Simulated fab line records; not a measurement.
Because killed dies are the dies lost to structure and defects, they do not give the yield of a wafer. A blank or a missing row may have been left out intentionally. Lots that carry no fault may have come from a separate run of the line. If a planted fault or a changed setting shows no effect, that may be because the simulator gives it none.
fab line records / flow n5Finfet
record: lots: 5 wafers: 15 lastDay: 15
route steps=1938 shown FIN_CUT@166 BEOL_M4@1111 PASSIVATION@1936
lots untouched by any fault: they come from a run of this same line in which no faults occurred
startH: hours from the record's opening day to when the first of the lot's shown wafers began / waitH: hours from the lot's prior step to this one / " repeats the value in the row above / L1.1+2: one row covering several wafers at once / - no value, or no start given / * or withheld: withheld / < > ~ a bound
route shown NAME@n: names a module that has steps shown in the file, with the first one's number in the route / usual: mean/standard deviation of fault-free wafers / same: alike in all rows / chamber/n: place in a boat / sites: readings site by site / _std_site: standard deviation of those values / _edge_site: mean of outer sites minus mean of inner sites / radiusMm: how far each site lies from the wafer's centre / mask NAME#n: copy n / behind: the most recent tool/chamber to have shaped the wafer / hold: reason for holding the lot/hours on hold/outcome of the hold / device: the transistor (n, p or np) that didn't switch / end of line: at the end of the route, the tests of the same wafers / for a step that has no rows: nothing shown but its recipe / killed: dies that structure and defects cost at the first sort, which is not the same as the wafer's yield / map: per-die view of a wafer (x killed, . not killed, _ where there is no die)
set.NAME: the run value of the setting; set.NAME@STEP: its run value at that earlier step / model.NAME: the simulator's own value behind a step, which no gauge read
lots at some steps of the route; a table a step, a row a wafer
services: a tool's chamber out of use, with start hour (startH, from the record's first day; less than 0 if before it), hours out, and reason
== steps ==
step: N5_FIN_CUT_DESCUM_13
recipe: chemistry: O2 timeS: 7 sourcePowerW: 50 biasPowerW: 20 pressureMtorr: 20 rfFrequencyHz: 2.712e+07 tempC: 40 resist: CAR-EUV o2FlowSccm: 225
step: N5_FIN_CUT_ETCH_30
recipe: chemistry: N2/H2 target: underlayer targetDepthA: 130 maskMaterial: CAR-EUV timeS: 10.4 ionEnergyEv: 200 pressureMtorr: 30 sourceW: 840 biasW: 150 n2FlowSccm: 200 h2FlowSccm: 200 ends: cleared
step: N5_FIN_CUT_ETCH_20
recipe: chemistry: CF4 target: SiARC targetDepthA: 260 maskMaterial: CAR-EUV timeS: 43.3 ionEnergyEv: 80 pressureMtorr: 40 sourceW: 545 biasW: 36 Ar_flow_sccm: 100 cf4FlowSccm: 100 ends: cleared
step: N5_FIN_CUT_ETCH_21
recipe: chemistry: N2/H2 target: SOC targetDepthA: 2190 overetchA: 438 maskMaterial: SiARC tempC: 40 ionEnergyEv: 100 biasW: 61 timeS: 523.5 pressureMtorr: 30 sourceW: 850 n2FlowSccm: 200 h2FlowSccm: 200
step: N5_FIN_CUT_STRIP_23
recipe: chemistry: N2/H2 tempC: 40 n2FlowSccm: 200 h2FlowSccm: 200 rfFrequencyHz: 6e+07
step: N5_FIN_CUT_STRIP_31
recipe: chemistry: N2/H2 tempC: 40 n2FlowSccm: 200 h2FlowSccm: 200 rfFrequencyHz: 6e+07
step: N5_FIN_CUT_STRIP_24
recipe: chemistry: CF4 resist: SiARC powerW: 300 biasPowerW: 75 pressureMtorr: 50 cf4FlowSccm: 150 rfFrequencyHz: 6e+07
step: N5_FIN_CUT_CUT_ETCH_26
recipe: chemistry: CH3F/O2 target: SiNx targetDepthA: 390 maskMaterial: SOC timeS: 55.7 pressureMtorr: 30 sourceW: 395 biasW: 73 Ar_flow_sccm: 150 CH3F_flow_sccm: 30 O2_flow_sccm: 20 ionEnergyEv: 120
step: N5_FIN_CUT_CUT_ETCH_27
recipe: chemistry: CHF3/O2 target: SiO2 targetDepthA: 40 maskMaterial: SOC overetchA: 20 timeS: 4.9 pressureMtorr: 30 sourceW: 650 biasW: 170 Ar_flow_sccm: 200 CHF3_flow_sccm: 50 O2_flow_sccm: 5 ionEnergyEv: 200
step: N5_FIN_CUT_PRECLEAN_35
recipe: timeS: 13.3 tempC: 45 pressureTorr: 125 pHfTorr: 3 pCoreactantTorr: 25 chemistry: vHF
step: N5_FIN_CUT_CUT_ETCH_15
recipe: chemistry: HBr/Cl2/O2 target: Si targetDepthA: 1000 btTimeS: 10 maskMaterial: SOC timeS: 42.4 ionEnergyEv: * biasW: * pressureMtorr: 10 icpW: 800 HBr_flow_sccm: 150 Cl2_flow_sccm: 80 O2_flow_sccm: 12
usual: drypumpMotorCurrentA: 5.7/0.32 oesProductAu: 0.995/0.014 throttleValvePct: 37.1/0.62
same: timeS: 42.4
lot.wafer=L106.2 tool=rieSi-06 chamber=1 startH=65.19 waitH=0.1 drypumpMotorCurrentA=6.0 oesProductAu=0.994 rfHoursCounterH=68 throttleValvePct=37.4 model.FIN_CUT.featureDepthNm=101.4 model.etch.depthNm=101.4 model.SOC_of_FIN_CUT_COAT_18.thkNm=170.2
lot.wafer=L106.3 tool=rieSi-06 chamber=3 startH=65.19 waitH=0.1 drypumpMotorCurrentA=5.8 oesProductAu=1.001 rfHoursCounterH=85 throttleValvePct=37.4 model.FIN_CUT.featureDepthNm=100.2 model.etch.depthNm=100.3 model.SOC_of_FIN_CUT_COAT_18.thkNm=170.6
lot.wafer=L106.6 tool=rieSi-06 chamber=1 startH=65.19 waitH=0.1 drypumpMotorCurrentA=6.1 oesProductAu=0.993 rfHoursCounterH=- throttleValvePct=37.4 model.FIN_CUT.featureDepthNm=101 model.etch.depthNm=100.9 model.SOC_of_FIN_CUT_COAT_18.thkNm=170.2
lot.wafer=L109.1 tool=rieSi-04 chamber=2 startH=81.78 waitH=0.1 drypumpMotorCurrentA=5.0 oesProductAu=1.002 rfHoursCounterH=26 throttleValvePct=37.6 model.FIN_CUT.featureDepthNm=99.8 model.etch.depthNm=99.77 model.SOC_of_FIN_CUT_COAT_18.thkNm=171.8
lot.wafer=L109.2 tool=rieSi-04 chamber=1 startH=81.78 waitH=0.1 drypumpMotorCurrentA=5.8 oesProductAu=0.979 rfHoursCounterH=8 throttleValvePct=36.9 model.FIN_CUT.featureDepthNm=98.8 model.etch.depthNm=98.8 model.SOC_of_FIN_CUT_COAT_18.thkNm=171.6
lot.wafer=L109.4 tool=rieSi-04 chamber=3 startH=81.78 waitH=0.1 drypumpMotorCurrentA=5.4 oesProductAu=1.007 rfHoursCounterH=4 throttleValvePct=36.3 model.FIN_CUT.featureDepthNm=97.6 model.etch.depthNm=97.61 model.SOC_of_FIN_CUT_COAT_18.thkNm=172
lot.wafer=L110.3 tool=rieSi-06 chamber=3 startH=90.42 waitH=0.0 drypumpMotorCurrentA=5.8 oesProductAu=0.985 rfHoursCounterH=86 throttleValvePct=37.4 model.FIN_CUT.featureDepthNm=99.6 model.etch.depthNm=99.6 model.SOC_of_FIN_CUT_COAT_18.thkNm=170
lot.wafer=L110.4 tool=rieSi-06 chamber=1 startH=90.42 waitH=0.0 drypumpMotorCurrentA=6.0 oesProductAu=0.972 rfHoursCounterH=68 throttleValvePct=37.4 model.FIN_CUT.featureDepthNm=71.2 model.etch.depthNm=71.26 model.SOC_of_FIN_CUT_COAT_18.thkNm=180.2
lot.wafer=L110.6 tool=rieSi-06 chamber=1 startH=90.42 waitH=0.0 drypumpMotorCurrentA=6.0 oesProductAu=0.994 rfHoursCounterH=- throttleValvePct=37.4 model.FIN_CUT.featureDepthNm=100.4 model.etch.depthNm=100.5 model.SOC_of_FIN_CUT_COAT_18.thkNm=171.2
lot.wafer=L111.1 tool=rieSi-06 chamber=3 startH=94.28 waitH=0.1 drypumpMotorCurrentA=5.8 oesProductAu=0.970 rfHoursCounterH=86 throttleValvePct=37.4 model.FIN_CUT.featureDepthNm=70.6 model.etch.depthNm=70.57 model.SOC_of_FIN_CUT_COAT_18.thkNm=181.2
lot.wafer=L111.3 tool=rieSi-06 chamber=1 startH=94.28 waitH=0.1 drypumpMotorCurrentA=6.0 oesProductAu=0.991 rfHoursCounterH=68 throttleValvePct=37.4 model.FIN_CUT.featureDepthNm=100.8 model.etch.depthNm=100.7 model.SOC_of_FIN_CUT_COAT_18.thkNm=170.6
lot.wafer=L111.5 tool=rieSi-06 chamber=2 startH=94.28 waitH=0.1 drypumpMotorCurrentA=5.6 oesProductAu=0.976 rfHoursCounterH=- throttleValvePct=37.1 model.FIN_CUT.featureDepthNm=99 model.etch.depthNm=98.99 model.SOC_of_FIN_CUT_COAT_18.thkNm=170.4
lot.wafer=L112.1 tool=rieSi-06 chamber=3 startH=100.54 waitH=0.1 drypumpMotorCurrentA=5.8 oesProductAu=0.961 rfHoursCounterH=86 throttleValvePct=37.4 model.FIN_CUT.featureDepthNm=70.4 model.etch.depthNm=70.36 model.SOC_of_FIN_CUT_COAT_18.thkNm=182.2
lot.wafer=L112.2 tool=rieSi-06 chamber=0 startH=100.54 waitH=0.1 drypumpMotorCurrentA=5.8 oesProductAu=1.014 rfHoursCounterH=39 throttleValvePct=36.8 model.FIN_CUT.featureDepthNm=99.4 model.etch.depthNm=99.41 model.SOC_of_FIN_CUT_COAT_18.thkNm=170.4
lot.wafer=L112.5 tool=rieSi-06 chamber=0 startH=100.54 waitH=0.1 drypumpMotorCurrentA=5.7 oesProductAu=1.006 rfHoursCounterH=- throttleValvePct=36.9 model.FIN_CUT.featureDepthNm=100.8 model.etch.depthNm=100.9 model.SOC_of_FIN_CUT_COAT_18.thkNm=170.4
step: N5_FIN_CUT_CUT_ETCH_28
recipe: chemistry: HBr/Cl2/O2 target: Si targetDepthA: 60 maskMaterial: SOC timeS: 2.4 ionEnergyEv: * biasW: * pressureMtorr: 10 icpW: 800 HBr_flow_sccm: 150 Cl2_flow_sccm: 80 O2_flow_sccm: 12
usual: drypumpMotorCurrentA: 5.7/0.32 oesProductAu: 0.994/0.014 throttleValvePct: 37.1/0.62
same: timeS: 2.4
lot.wafer=L106.2 tool=rieSi-06 chamber=1 startH=65.24 waitH=0.0 drypumpMotorCurrentA=6.0 oesProductAu=0.995 rfHoursCounterH=68 throttleValvePct=37.4 model.SOC_of_FIN_CUT_COAT_18.thkNm=168.4
lot.wafer=L106.3 tool=rieSi-06 chamber=3 startH=65.24 waitH=0.0 drypumpMotorCurrentA=5.8 oesProductAu=0.994 rfHoursCounterH=85 throttleValvePct=37.4 model.SOC_of_FIN_CUT_COAT_18.thkNm=169
lot.wafer=L106.6 tool=rieSi-06 chamber=1 startH=65.24 waitH=0.0 drypumpMotorCurrentA=6.0 oesProductAu=0.986 rfHoursCounterH=- throttleValvePct=37.4 model.SOC_of_FIN_CUT_COAT_18.thkNm=168.4
lot.wafer=L109.1 tool=rieSi-04 chamber=2 startH=81.84 waitH=0.0 drypumpMotorCurrentA=5.0 oesProductAu=0.998 rfHoursCounterH=26 throttleValvePct=37.6 model.SOC_of_FIN_CUT_COAT_18.thkNm=170
lot.wafer=L109.2 tool=rieSi-04 chamber=1 startH=81.84 waitH=0.0 drypumpMotorCurrentA=5.8 oesProductAu=0.980 rfHoursCounterH=8 throttleValvePct=36.9 model.SOC_of_FIN_CUT_COAT_18.thkNm=169.8
lot.wafer=L109.4 tool=rieSi-04 chamber=3 startH=81.84 waitH=0.0 drypumpMotorCurrentA=5.4 oesProductAu=1.002 rfHoursCounterH=4 throttleValvePct=36.3 model.SOC_of_FIN_CUT_COAT_18.thkNm=170.4
lot.wafer=L110.3 tool=rieSi-06 chamber=3 startH=90.47 waitH=0.0 drypumpMotorCurrentA=5.8 oesProductAu=0.995 rfHoursCounterH=86 throttleValvePct=37.4 model.SOC_of_FIN_CUT_COAT_18.thkNm=168.2
lot.wafer=L110.4 tool=rieSi-06 chamber=1 startH=90.47 waitH=0.0 drypumpMotorCurrentA=6.0 oesProductAu=0.980 rfHoursCounterH=68 throttleValvePct=37.4 model.SOC_of_FIN_CUT_COAT_18.thkNm=178.4
lot.wafer=L110.6 tool=rieSi-06 chamber=1 startH=90.47 waitH=0.0 drypumpMotorCurrentA=6.1 oesProductAu=0.989 rfHoursCounterH=- throttleValvePct=37.4 model.SOC_of_FIN_CUT_COAT_18.thkNm=169.4
lot.wafer=L111.1 tool=rieSi-06 chamber=3 startH=94.34 waitH=0.0 drypumpMotorCurrentA=5.8 oesProductAu=0.995 rfHoursCounterH=86 throttleValvePct=37.4 model.SOC_of_FIN_CUT_COAT_18.thkNm=179.4
lot.wafer=L111.3 tool=rieSi-06 chamber=1 startH=94.34 waitH=0.0 drypumpMotorCurrentA=6.1 oesProductAu=0.987 rfHoursCounterH=68 throttleValvePct=37.4 model.SOC_of_FIN_CUT_COAT_18.thkNm=168.8
lot.wafer=L111.5 tool=rieSi-06 chamber=2 startH=94.34 waitH=0.0 drypumpMotorCurrentA=5.6 oesProductAu=0.985 rfHoursCounterH=- throttleValvePct=37.1 model.SOC_of_FIN_CUT_COAT_18.thkNm=168.8
lot.wafer=L112.1 tool=rieSi-06 chamber=3 startH=100.60 waitH=0.0 drypumpMotorCurrentA=5.8 oesProductAu=0.994 rfHoursCounterH=86 throttleValvePct=37.4 model.SOC_of_FIN_CUT_COAT_18.thkNm=180.4
lot.wafer=L112.2 tool=rieSi-06 chamber=0 startH=100.60 waitH=0.0 drypumpMotorCurrentA=5.8 oesProductAu=1.005 rfHoursCounterH=39 throttleValvePct=36.8 model.SOC_of_FIN_CUT_COAT_18.thkNm=168.8
lot.wafer=L112.5 tool=rieSi-06 chamber=0 startH=100.60 waitH=0.0 drypumpMotorCurrentA=5.8 oesProductAu=1.009 rfHoursCounterH=- throttleValvePct=36.8 model.SOC_of_FIN_CUT_COAT_18.thkNm=168.6
step: N5_FIN_CUT_STRIP_22
recipe: chemistry: N2/H2 powerW: 500 tempC: 40 pressureMtorr: 50 rfFrequencyHz: 6e+07 overashFraction: 0.3 biasPowerW: 8 h2Frac: 0.5 n2FlowSccm: 300 h2FlowSccm: 300
step: N5_BEOL_M4_RC_MEAS_101
usual: DIBL_N: 36.4/2.7 DIBL_P: 36/3.2 IOFF_N: 0.16/0.046 IOFF_P: 0.21/0.055 ION_N: 677/15 ION_P: 464/11 SS_N: 71.5/0.79 SS_P: 73.3/0.93 VT_N: 250/4.1 VT_P: -251/4.4
lot.wafer=L106.2 tool=prober-02 chamber=0 startH=226.38 waitH=0.2 DIBL_N[mV/V]=32.5 DIBL_P[mV/V]=31 IOFF_N[nA/um]=0.11 IOFF_P[nA/um]=0.14 ION_N[uA/um]=651 ION_P[uA/um]=447 SS_N[mV/dec]=70.5 SS_P[mV/dec]=73.0 VT_N[mV]=252 VT_P[mV]=-254
lot.wafer=L106.3 tool=prober-02 chamber=0 startH=226.38 waitH=0.2 DIBL_N[mV/V]=33.7 DIBL_P[mV/V]=34 IOFF_N[nA/um]=0.13 IOFF_P[nA/um]=0.18 ION_N[uA/um]=661 ION_P[uA/um]=456 SS_N[mV/dec]=71.0 SS_P[mV/dec]=73.8 VT_N[mV]=252 VT_P[mV]=-254
lot.wafer=L106.6 tool=prober-02 chamber=0 startH=226.38 waitH=0.2 DIBL_N[mV/V]=31.0 DIBL_P[mV/V]=31 IOFF_N[nA/um]=0.10 IOFF_P[nA/um]=0.14 ION_N[uA/um]=671 ION_P[uA/um]=465 SS_N[mV/dec]=70.2 SS_P[mV/dec]=72.4 VT_N[mV]=253 VT_P[mV]=-255
lot.wafer=L109.1 tool=prober-01 chamber=0 startH=235.59 waitH=0.0 DIBL_N[mV/V]=39.1 DIBL_P[mV/V]=39 IOFF_N[nA/um]=0.19 IOFF_P[nA/um]=0.27 ION_N[uA/um]=699 ION_P[uA/um]=478 SS_N[mV/dec]=72.6 SS_P[mV/dec]=74.8 VT_N[mV]=247 VT_P[mV]=-248
lot.wafer=L109.2 tool=prober-01 chamber=0 startH=235.59 waitH=0.0 DIBL_N[mV/V]=35.3 DIBL_P[mV/V]=34 IOFF_N[nA/um]=0.11 IOFF_P[nA/um]=0.17 ION_N[uA/um]=666 ION_P[uA/um]=463 SS_N[mV/dec]=71.1 SS_P[mV/dec]=72.3 VT_N[mV]=256 VT_P[mV]=-254
lot.wafer=L109.4 tool=prober-01 chamber=0 startH=235.59 waitH=0.0 DIBL_N[mV/V]=35.4 DIBL_P[mV/V]=33 IOFF_N[nA/um]=0.11 IOFF_P[nA/um]=0.17 ION_N[uA/um]=651 ION_P[uA/um]=456 SS_N[mV/dec]=71.3 SS_P[mV/dec]=72.2 VT_N[mV]=258 VT_P[mV]=-253
lot.wafer=L110.3 tool=prober-02 chamber=0 startH=238.53 waitH=0.3 DIBL_N[mV/V]=35.7 DIBL_P[mV/V]=34 IOFF_N[nA/um]=0.13 IOFF_P[nA/um]=0.17 ION_N[uA/um]=669 ION_P[uA/um]=457 SS_N[mV/dec]=71.1 SS_P[mV/dec]=72.8 VT_N[mV]=253 VT_P[mV]=-254
lot.wafer=L110.4 tool=prober-02 chamber=0 startH=238.53 waitH=0.3 DIBL_N[mV/V]=37.1 DIBL_P[mV/V]=37 IOFF_N[nA/um]=0.18 IOFF_P[nA/um]=0.22 ION_N[uA/um]=701 ION_P[uA/um]=478 SS_N[mV/dec]=71.4 SS_P[mV/dec]=74.4 VT_N[mV]=245 VT_P[mV]=-251
lot.wafer=L110.6 tool=prober-02 chamber=0 startH=238.53 waitH=0.3 DIBL_N[mV/V]=37.6 DIBL_P[mV/V]=38 IOFF_N[nA/um]=0.18 IOFF_P[nA/um]=0.22 ION_N[uA/um]=683 ION_P[uA/um]=462 SS_N[mV/dec]=71.9 SS_P[mV/dec]=74.0 VT_N[mV]=247 VT_P[mV]=-250
lot.wafer=L112.1 tool=prober-02 chamber=0 startH=249.36 waitH=0.0 DIBL_N[mV/V]=31.1 DIBL_P[mV/V]=30 IOFF_N[nA/um]=0.11 IOFF_P[nA/um]=0.14 ION_N[uA/um]=661 ION_P[uA/um]=450 SS_N[mV/dec]=69.8 SS_P[mV/dec]=72.1 VT_N[mV]=251 VT_P[mV]=-256
lot.wafer=L112.2 tool=prober-02 chamber=0 startH=249.36 waitH=0.0 DIBL_N[mV/V]=29.8 DIBL_P[mV/V]=29 IOFF_N[nA/um]=0.10 IOFF_P[nA/um]=0.13 ION_N[uA/um]=657 ION_P[uA/um]=454 SS_N[mV/dec]=70.0 SS_P[mV/dec]=71.8 VT_N[mV]=253 VT_P[mV]=-255
lot.wafer=L112.5 tool=prober-02 chamber=0 startH=249.36 waitH=0.0 DIBL_N[mV/V]=32.4 DIBL_P[mV/V]=32 IOFF_N[nA/um]=0.12 IOFF_P[nA/um]=0.16 ION_N[uA/um]=666 ION_P[uA/um]=455 SS_N[mV/dec]=71.2 SS_P[mV/dec]=72.9 VT_N[mV]=253 VT_P[mV]=-255
lot.wafer=L111.1 tool=prober-01 chamber=0 startH=251.19 waitH=0.0 DIBL_N[mV/V]=36.1 DIBL_P[mV/V]=37 IOFF_N[nA/um]=0.16 IOFF_P[nA/um]=0.24 ION_N[uA/um]=680 ION_P[uA/um]=476 SS_N[mV/dec]=71.4 SS_P[mV/dec]=73.4 VT_N[mV]=253 VT_P[mV]=-248
lot.wafer=L111.3 tool=prober-01 chamber=0 startH=251.19 waitH=0.0 DIBL_N[mV/V]=37.0 DIBL_P[mV/V]=38 IOFF_N[nA/um]=0.19 IOFF_P[nA/um]=0.28 ION_N[uA/um]=701 ION_P[uA/um]=479 SS_N[mV/dec]=72.7 SS_P[mV/dec]=74.5 VT_N[mV]=244 VT_P[mV]=-245
lot.wafer=L111.5 tool=prober-01 chamber=0 startH=251.19 waitH=0.0 DIBL_N[mV/V]=34.8 DIBL_P[mV/V]=35 IOFF_N[nA/um]=0.15 IOFF_P[nA/um]=0.24 ION_N[uA/um]=677 ION_P[uA/um]=468 SS_N[mV/dec]=70.6 SS_P[mV/dec]=73.6 VT_N[mV]=247 VT_P[mV]=-248
step: N5_PASSIVATION_PROBE_49
usual: defectLimitedYield: 91.1/1.4 killed_at_M0_to_M3: 34/9.7 killed_at_M4_up: 13/5.1 killedAtContacts: 14/6.3 killedAtFrontEnd: 40/11 killedAtOther: 3.5/2.7 killedDies: 105/16 killedOpen: 70/12 killedShort: 34/7.8 sort_bin_5_function: 5.2/0.88 sort_bin_6_memory: 3.3/0.7 sortNPass: 1074/17 sortYieldPct: 91.0/1.5
same: grossDies: 1180 killedAtBackSide: 0 sort_bin_4_leakage[%]: 0 sort_bin_8_speed[%]: 0
lot.wafer=L110.3 tool=prober-01 chamber=- startH=339.42 waitH=0.1 defectLimitedYield[%]=91.1 killed_at_M0_to_M3=21 killed_at_M4_up=28 killedAtContacts=13 killedAtFrontEnd=41 killedAtOther=2 killedDies=105 killedOpen=78 killedShort=26 sort_bin_5_function[%]=5.4 sort_bin_6_memory[%]=3.5 sortNPass=1075 sortYieldPct[%]=91.1
lot.wafer=L110.4 tool=prober-01 chamber=- startH=339.47 waitH=0.2 defectLimitedYield[%]=93.6 killed_at_M0_to_M3=22 killed_at_M4_up=9 killedAtContacts=15 killedAtFrontEnd=23 killedAtOther=7 killedDies=76 killedOpen=54 killedShort=22 sort_bin_5_function[%]=3.8 sort_bin_6_memory[%]=2.3 sortNPass=1104 sortYieldPct[%]=93.6
lot.wafer=L110.6 tool=prober-01 chamber=- startH=339.57 waitH=0.3 defectLimitedYield[%]=92.6 killed_at_M0_to_M3=24 killed_at_M4_up=16 killedAtContacts=8 killedAtFrontEnd=31 killedAtOther=8 killedDies=87 killedOpen=60 killedShort=27 sort_bin_5_function[%]=4.5 sort_bin_6_memory[%]=2.3 sortNPass=1093 sortYieldPct[%]=92.6
lot.wafer=L109.1 tool=prober-01 chamber=- startH=355.45 waitH=0.0 defectLimitedYield[%]=90.6 killed_at_M0_to_M3=23 killed_at_M4_up=7 killedAtContacts=10 killedAtFrontEnd=64 killedAtOther=7 killedDies=111 killedOpen=69 killedShort=41 sort_bin_5_function[%]=5.4 sort_bin_6_memory[%]=3.6 sortNPass=1069 sortYieldPct[%]=90.6
lot.wafer=L109.2 tool=prober-01 chamber=- startH=355.50 waitH=0.1 defectLimitedYield[%]=89.7 killed_at_M0_to_M3=32 killed_at_M4_up=36 killedAtContacts=6 killedAtFrontEnd=37 killedAtOther=11 killedDies=122 killedOpen=76 killedShort=45 sort_bin_5_function[%]=6.7 sort_bin_6_memory[%]=3.4 sortNPass=1058 sortYieldPct[%]=89.7
lot.wafer=L109.4 tool=prober-01 chamber=- startH=355.60 waitH=0.2 defectLimitedYield[%]=89.3 killed_at_M0_to_M3=22 killed_at_M4_up=22 killedAtContacts=14 killedAtFrontEnd=65 killedAtOther=3 killedDies=126 killedOpen=84 killedShort=42 sort_bin_5_function[%]=5.7 sort_bin_6_memory[%]=4.5 sortNPass=1054 sortYieldPct[%]=89.3
lot.wafer=L112.1 tool=prober-01 chamber=- startH=357.41 waitH=0.0 defectLimitedYield[%]=90.1 killed_at_M0_to_M3=22 killed_at_M4_up=15 killedAtContacts=10 killedAtFrontEnd=63 killedAtOther=7 killedDies=117 killedOpen=84 killedShort=33 sort_bin_5_function[%]=5.5 sort_bin_6_memory[%]=4.2 sortNPass=1063 sortYieldPct[%]=90.1
lot.wafer=L112.2 tool=prober-01 chamber=- startH=357.46 waitH=0.1 defectLimitedYield[%]=88.4 killed_at_M0_to_M3=49 killed_at_M4_up=12 killedAtContacts=10 killedAtFrontEnd=60 killedAtOther=6 killedDies=137 killedOpen=87 killedShort=47 sort_bin_5_function[%]=7.2 sort_bin_6_memory[%]=3.9 sortNPass=1043 sortYieldPct[%]=88.4
lot.wafer=L112.5 tool=prober-01 chamber=- startH=357.61 waitH=0.2 defectLimitedYield[%]=90.4 killed_at_M0_to_M3=32 killed_at_M4_up=16 killedAtContacts=22 killedAtFrontEnd=40 killedAtOther=3 killedDies=113 killedOpen=74 killedShort=38 sort_bin_5_function[%]=5.5 sort_bin_6_memory[%]=3.6 sortNPass=1067 sortYieldPct[%]=90.4
killed by level:class
L110.3 STI_FIN_REVEAL:geometricParticle:open=14 FIN_SAQP:geometricParticle:open=11 MOL_CONTACT_COAG:geometricParticle:open=10 BEOL_M1:geometricParticle:open=8 BEOL_M4:geometricParticle:open=7 BEOL_M5:geometricParticle:open=5 BEOL_M3:geometricParticle:open=4 BEOL_M7:geometricParticle:open=4
L110.4 MOL_CONTACT_COAG:geometricParticle:open=12 FIN_SAQP:geometricParticle:open=8 BEOL_M0_SAQP:geometricParticle:short=6 FIN_SAQP:geometricParticle:short=5 DUMMY_GATE:geometricParticle:open=4 BEOL_M0_SAQP:geometricParticle:open=4 BEOL_M1:geometricParticle:open=4 BEOL_M2:geometricParticle:open=4
L110.6 STI_FIN_REVEAL:geometricParticle:open=8 MOL_CONTACT_COAG:geometricParticle:open=7 GATE_CUT:geometricParticle:open=6 BEOL_M0_SAQP:geometricParticle:short=6 BEOL_M0_SAQP:geometricParticle:open=5 BEOL_M5:geometricParticle:open=5 FIN_SAQP:geometricParticle:open=4 BEOL_M3:geometricParticle:open=4
L109.1 FIN_SAQP:geometricParticle:open=17 FIN_SAQP:geometricParticle:short=14 STI_FIN_REVEAL:geometricParticle:open=12 MOL_CONTACT_COAG:geometricParticle:open=10 GATE_CUT:geometricParticle:short=7 GATE_CUT:geometricParticle:open=6 BEOL_M2:geometricParticle:open=5 BEOL_M3:geometricParticle:short=5
L109.2 BEOL_M4:geometricParticle:open=17 BEOL_M4:geometricParticle:short=10 STI_FIN_REVEAL:geometricParticle:open=9 BEOL_M1:geometricParticle:open=7 BEOL_M3:geometricParticle:open=7 GATE_CUT:geometricParticle:short=6 MOL_CONTACT_COAG:geometricParticle:open=5 BEOL_M0_SAQP:geometricParticle:open=5
L109.4 STI_FIN_REVEAL:geometricParticle:open=27 MOL_CONTACT_COAG:geometricParticle:open=12 FIN_SAQP:geometricParticle:short=8 BEOL_M4:geometricParticle:open=8 BEOL_M3:geometricParticle:open=7 GATE_CUT:geometricParticle:short=6 FIN_SAQP:geometricParticle:open=5 STI_FIN_REVEAL:geometricParticle:short=4
L112.1 FIN_SAQP:geometricParticle:open=19 STI_FIN_REVEAL:geometricParticle:open=19 FIN_SAQP:geometricParticle:short=9 MOL_CONTACT_COAG:geometricParticle:open=9 BEOL_M1:geometricParticle:open=8 BEOL_M0_SAQP:geometricParticle:open=6 BEOL_M4:geometricParticle:open=6 STARTING-WAFER:geometricParticle:open=5
L112.2 FIN_SAQP:geometricParticle:open=13 STI_FIN_REVEAL:geometricParticle:open=13 BEOL_M1:geometricParticle:open=13 BEOL_M2:geometricParticle:open=10 MOL_CONTACT_COAG:geometricParticle:open=8 FIN_SAQP:geometricParticle:short=7 GATE_CUT:geometricParticle:short=7 BEOL_M1:geometricParticle:short=7
L112.5 MOL_CONTACT_COAG:geometricParticle:open=19 FIN_SAQP:geometricParticle:short=13 BEOL_M0_SAQP:geometricParticle:open=12 BEOL_M0_SAQP:geometricParticle:short=11 FIN_SAQP:geometricParticle:open=7 STI_FIN_REVEAL:geometricParticle:open=7 BEOL_M4:geometricParticle:open=7 BEOL_M0:geometricParticle:open=4
== services ==
tool=rieSi-06 chamber=- startH=81.02 hours=2.8 kind=pm
== key ==
firstSign none at tools or gauges
modelEffect: step: N5_FIN_CUT_CUT_ETCH_15 value: FIN_CUT.featureDepthNm without: 99.8 struck: 70.73
modelEffect: step: N5_FIN_CUT_CUT_ETCH_28 value: SOC_of_FIN_CUT_COAT_18.thkNm without: 168.5 struck: 179.4
metAt N5_FIN_CUT_CUT_ETCH_15
struckWafers L110.4,L111.1,L112.1
onsetBetween 65.19 90.42
fault: kind: processParameterDrift tool: rieSi-06 chamber: - onsetH: 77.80 steps: N5_FIN_CUT_CUT_ETCH_15 channel: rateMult offset: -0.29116 shape: step endH: 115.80 scope: struckWafersOnly
